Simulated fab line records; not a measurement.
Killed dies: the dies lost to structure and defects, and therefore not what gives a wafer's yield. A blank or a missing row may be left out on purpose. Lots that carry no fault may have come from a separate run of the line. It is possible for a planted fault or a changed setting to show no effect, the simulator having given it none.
Split-lot trial / flow n5_finfet / on a route of 1938 steps: 7 lots, 39 wafers read

SPLIT DETAILS
At N5_MOL_CONTACT_COAG_IMPLANT_129, the setting energy_kev was moved away from the recipe's 3 on 15 of the 39 wafers read, by -26.3% to +30.8%. For the rest of the wafers, this setting stayed at what the recipe calls for.

The reading is taken at the split's own step.

THE READING
In nm, at N5_MOL_CONTACT_COAG_IMPLANT_129: implant.drp_nm, which is the simulator's own figure and was read by no gauge. The file gives no usual value for it.

wafer=L074.1; tool, chamber at the split=implanter-02, 0; energy_kev as run=3.923; against the recipe=+30.8%; implant.drp_nm, nm=2.521; against lot-mates on the recipe=+0.387
wafer=L074.5; tool, chamber at the split=implanter-02, 0; energy_kev as run=3.923; against the recipe=+30.8%; implant.drp_nm, nm=2.521; against lot-mates on the recipe=+0.387
wafer=L074.6; tool, chamber at the split=implanter-02, 0; energy_kev as run=3.923; against the recipe=+30.8%; implant.drp_nm, nm=2.521; against lot-mates on the recipe=+0.387
wafer=L074.2; tool, chamber at the split=implanter-02, 0; energy_kev as run=3; against the recipe=recipe; implant.drp_nm, nm=2.134; against lot-mates on the recipe=-
wafer=L074.3; tool, chamber at the split=implanter-02, 0; energy_kev as run=3; against the recipe=recipe; implant.drp_nm, nm=2.134; against lot-mates on the recipe=-
wafer=L074.4; tool, chamber at the split=implanter-02, 0; energy_kev as run=3; against the recipe=recipe; implant.drp_nm, nm=2.134; against lot-mates on the recipe=-
wafer=L079.1; tool, chamber at the split=implanter-02, 0; energy_kev as run=3; against the recipe=recipe; implant.drp_nm, nm=2.134; against lot-mates on the recipe=-
wafer=L079.2; tool, chamber at the split=implanter-02, 0; energy_kev as run=3; against the recipe=recipe; implant.drp_nm, nm=2.134; against lot-mates on the recipe=-
wafer=L079.4; tool, chamber at the split=implanter-02, 0; energy_kev as run=3; against the recipe=recipe; implant.drp_nm, nm=2.134; against lot-mates on the recipe=-
wafer=L079.3; tool, chamber at the split=implanter-02, 0; energy_kev as run=2.479; against the recipe=-17.4%; implant.drp_nm, nm=1.896; against lot-mates on the recipe=-0.238
wafer=L079.5; tool, chamber at the split=implanter-02, 0; energy_kev as run=2.479; against the recipe=-17.4%; implant.drp_nm, nm=1.896; against lot-mates on the recipe=-0.238
wafer=L079.6; tool, chamber at the split=implanter-02, 0; energy_kev as run=2.479; against the recipe=-17.4%; implant.drp_nm, nm=1.896; against lot-mates on the recipe=-0.238
wafer=L083.1; tool, chamber at the split=implanter-01, 0; energy_kev as run=3; against the recipe=recipe; implant.drp_nm, nm=2.134; against lot-mates on the recipe=-
wafer=L083.5; tool, chamber at the split=implanter-01, 0; energy_kev as run=3; against the recipe=recipe; implant.drp_nm, nm=2.134; against lot-mates on the recipe=-
wafer=L083.6; tool, chamber at the split=implanter-01, 0; energy_kev as run=3; against the recipe=recipe; implant.drp_nm, nm=2.134; against lot-mates on the recipe=-
wafer=L083.2; tool, chamber at the split=implanter-01, 0; energy_kev as run=2.211; against the recipe=-26.3%; implant.drp_nm, nm=1.768; against lot-mates on the recipe=-0.366
wafer=L083.3; tool, chamber at the split=implanter-01, 0; energy_kev as run=2.211; against the recipe=-26.3%; implant.drp_nm, nm=1.768; against lot-mates on the recipe=-0.366
wafer=L083.4; tool, chamber at the split=implanter-01, 0; energy_kev as run=2.211; against the recipe=-26.3%; implant.drp_nm, nm=1.768; against lot-mates on the recipe=-0.366
wafer=L084.1; tool, chamber at the split=implanter-02, 0; energy_kev as run=3; against the recipe=recipe; implant.drp_nm, nm=2.134; against lot-mates on the recipe=-
wafer=L084.5; tool, chamber at the split=implanter-02, 0; energy_kev as run=3; against the recipe=recipe; implant.drp_nm, nm=2.134; against lot-mates on the recipe=-
wafer=L084.6; tool, chamber at the split=implanter-02, 0; energy_kev as run=3; against the recipe=recipe; implant.drp_nm, nm=2.134; against lot-mates on the recipe=-
wafer=L084.2; tool, chamber at the split=implanter-02, 0; energy_kev as run=3.788; against the recipe=+26.3%; implant.drp_nm, nm=2.467; against lot-mates on the recipe=+0.333
wafer=L084.3; tool, chamber at the split=implanter-02, 0; energy_kev as run=3.788; against the recipe=+26.3%; implant.drp_nm, nm=2.467; against lot-mates on the recipe=+0.333
wafer=L084.4; tool, chamber at the split=implanter-02, 0; energy_kev as run=3.788; against the recipe=+26.3%; implant.drp_nm, nm=2.467; against lot-mates on the recipe=+0.333
wafer=L085.2; tool, chamber at the split=implanter-01, 0; energy_kev as run=3; against the recipe=recipe; implant.drp_nm, nm=2.134; against lot-mates on the recipe=-
wafer=L085.3; tool, chamber at the split=implanter-01, 0; energy_kev as run=3; against the recipe=recipe; implant.drp_nm, nm=2.134; against lot-mates on the recipe=-
wafer=L085.5; tool, chamber at the split=implanter-01, 0; energy_kev as run=3; against the recipe=recipe; implant.drp_nm, nm=2.134; against lot-mates on the recipe=-
wafer=L095.1; tool, chamber at the split=implanter-02, 0; energy_kev as run=2.402; against the recipe=-19.9%; implant.drp_nm, nm=1.86; against lot-mates on the recipe=-0.274
wafer=L095.2; tool, chamber at the split=implanter-02, 0; energy_kev as run=2.402; against the recipe=-19.9%; implant.drp_nm, nm=1.86; against lot-mates on the recipe=-0.274
wafer=L095.4; tool, chamber at the split=implanter-02, 0; energy_kev as run=2.402; against the recipe=-19.9%; implant.drp_nm, nm=1.86; against lot-mates on the recipe=-0.274
wafer=L095.3; tool, chamber at the split=implanter-02, 0; energy_kev as run=3; against the recipe=recipe; implant.drp_nm, nm=2.134; against lot-mates on the recipe=-
wafer=L095.5; tool, chamber at the split=implanter-02, 0; energy_kev as run=3; against the recipe=recipe; implant.drp_nm, nm=2.134; against lot-mates on the recipe=-
wafer=L095.6; tool, chamber at the split=implanter-02, 0; energy_kev as run=3; against the recipe=recipe; implant.drp_nm, nm=2.134; against lot-mates on the recipe=-
wafer=L097.1; tool, chamber at the split=implanter-02, 0; energy_kev as run=3; against the recipe=recipe; implant.drp_nm, nm=2.134; against lot-mates on the recipe=-
wafer=L097.2; tool, chamber at the split=implanter-02, 0; energy_kev as run=3; against the recipe=recipe; implant.drp_nm, nm=2.134; against lot-mates on the recipe=-
wafer=L097.3; tool, chamber at the split=implanter-02, 0; energy_kev as run=3; against the recipe=recipe; implant.drp_nm, nm=2.134; against lot-mates on the recipe=-
wafer=L097.4; tool, chamber at the split=implanter-02, 0; energy_kev as run=3; against the recipe=recipe; implant.drp_nm, nm=2.134; against lot-mates on the recipe=-
wafer=L097.5; tool, chamber at the split=implanter-02, 0; energy_kev as run=3; against the recipe=recipe; implant.drp_nm, nm=2.134; against lot-mates on the recipe=-
wafer=L097.6; tool, chamber at the split=implanter-02, 0; energy_kev as run=3; against the recipe=recipe; implant.drp_nm, nm=2.134; against lot-mates on the recipe=-

FIT RESULTS
A straight line over all 39 wafers: implant.drp_nm changes by +0.0132 nm for each +1% of energy_kev; r = +1.00; the points scatter about the line by 0.0076 nm.
The same after taking each lot's own level away (the mean of its wafers on the recipe; 39 wafers): +0.0132 nm for each +1%; r = +1.00; scatter 0.0076 nm.
That fit puts the effect of the largest move of energy_kev on the reading at 0.4 nm.
The lots' own levels span 2.1340 to 2.1340 nm.
Consequently the slope shifts little with the lot-to-lot level, the two slopes agreeing.
Check: for one of the wafers moved furthest among these (+30.8%), held out of the fit, the line's prediction against its lot-mates is +0.401 nm. Against them it came out at +0.387 nm.

FURTHER SPLITS ON THESE WAFERS
Other splits were also applied to these wafers ahead of the reading. Each is held against what the fit with the lots' levels taken away leaves over:
other split on the same wafers=N5_DUMMY_GATE_ETCH_44 target_depth_a; wafers away from the commonest value=15; r with implant.drp_nm (lot level and that fit taken away)=+0.01
other split on the same wafers=N5_DUMMY_GATE_ETCH_42 bias_w; wafers away from the commonest value=18; r with implant.drp_nm (lot level and that fit taken away)=+0.16
other split on the same wafers=N5_HKMG_FIN_ETCH_35 time_s; wafers away from the commonest value=18; r with implant.drp_nm (lot level and that fit taken away)=-0.15
other split on the same wafers=N5_GATE_CUT_ETCH_58 target_depth_a; wafers away from the commonest value=12; r with implant.drp_nm (lot level and that fit taken away)=+0.10
other split on the same wafers=N5_GATE_CUT_ALD_22 ald_cycles; wafers away from the commonest value=15; r with implant.drp_nm (lot level and that fit taken away)=+0.10

THE WHOLE CHAIN: every reading that the file lists as answering this split, in the file's order
step=N5_MOL_CONTACT_COAG_IMPLANT_129; what it does=; reading=implant.rp_nm (the simulator's own value, which no gauge read); change (the file's fit)=+0.0342 nm for each +1% of the setting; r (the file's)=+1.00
step=N5_MOL_CONTACT_COAG_IMPLANT_129; what it does=; reading=implant.drp_nm (the simulator's own value, which no gauge read); change (the file's fit)=+0.0132 nm for each +1% of the setting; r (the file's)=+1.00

THE FILE'S OWN FIT
implant.drp_nm changes by +0.0132 nm for each +1% of energy_kev, r = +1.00.
